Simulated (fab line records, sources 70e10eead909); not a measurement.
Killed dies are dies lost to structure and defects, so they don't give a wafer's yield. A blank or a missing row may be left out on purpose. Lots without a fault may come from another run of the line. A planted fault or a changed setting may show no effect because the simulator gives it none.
One fault seen from 2 desks | flow nand_harc | each desk has only its own numbers; what lay behind them comes last

THE TOOL OWNER'S DESK: rie_diel-10
The tool's own readings at NHARC_P_GATE_ETCH_104 (etches the open film in CF4/CHF3, target depth 60 nm): means of the sampled wafers that have a number, for each lot that ran on this tool. A lot is out of limits, marked OUT, if its mean lies more than 4 standard deviations from the usual mean; the brackets give that distance.
Columns: A = drypump_motor_current_A at NHARC_P_GATE_ETCH_104, usual 5.8 A; B = oes_product_au at NHARC_P_GATE_ETCH_104, usual 0.948 a.u.; C = rf_fwd_power_W at NHARC_P_GATE_ETCH_104, usual 492.2 W; D = rf_vpp_V at NHARC_P_GATE_ETCH_104, usual 370.5 V; E = showerhead_plenum_p_Torr at NHARC_P_GATE_ETCH_104, usual 1.57 Torr; F = throttle_valve_pct at NHARC_P_GATE_ETCH_104, usual 16.802 %
lot  | first seen here | A   | B     | C                | D     | E    | F
L499 | day 5 05:16     | 5.4 | 0.946 | 488.3            | 372.2 | 1.60 | 16.799
L502 | day 6 02:45     | 5.4 | 0.922 | 492.3            | 372.5 | 1.63 | 16.811
L510 | day 9 17:53     | 5.3 | 0.982 | 512.1 (+8.3) OUT | 370.6 | 1.58 | 16.799
L517 | day 12 14:01    | 5.3 | 0.923 | 490.3            | 370.3 | 1.54 | 16.809
This desk's finding: out of limits on L510; first on L510, day 9 17:53 (rf_fwd_power_W at NHARC_P_GATE_ETCH_104). In limits: L499, L502, L517.

THE METROLOGY DESK
What the gauges read, lot by lot, whatever tool the lot ran on: means of the sampled wafers that have a number. A lot is out of limits, marked OUT, if its mean lies more than 4 standard deviations from the usual mean; the brackets give that distance.
Columns: A = trench_depth_nm at NHARC_P_STI_OCD_MEAS_43, usual 302 nm; B = trench_foot_cd_nm at NHARC_P_STI_OCD_MEAS_43, usual 157.4 nm
lot  | first seen here | A   | B
L499 | day 2 21:46     | 305 | 155.5
L500 | day 3 08:46     | 296 | 157.2
L501 | day 3 19:13     | 303 | 160.5
L502 | day 4 03:47     | 300 | 160.9
L503 | day 4 13:16     | 299 | 159.5
L504 | day 4 23:55     | 295 | 156.0
L510 | day 7 10:59     | 304 | 158.1
L517 | day 10 10:30    | 300 | 159.0
L519 | day 11 06:51    | 302 | 157.1
L520 | day 11 17:32    | 304 | 155.5
L521 | day 12 01:14    | 309 | 154.9
L522 | day 12 14:11    | 304 | 156.4
This desk's finding: nothing out of limits on any of the 12 lots.

PUT TOGETHER
The tool owner's desk could have raised an alarm at day 9 17:53, on L510.
The metrology desk saw nothing out of limits.
The metrology desk has L510 on record, within its limits.
Of the lots named, all ran NHARC_P_GATE_ETCH_104 on rie_diel-10.

WHAT THE SIMULATOR HAD PUT IN
Process parameter drift: rie_diel-10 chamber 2, from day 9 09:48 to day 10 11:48, at NHARC_P_GATE_ETCH_104. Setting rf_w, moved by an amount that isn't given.
Lots struck among those shown: L510.
Hours from the fault's start to each desk's first reading out of limits: the tool owner's desk, 8.
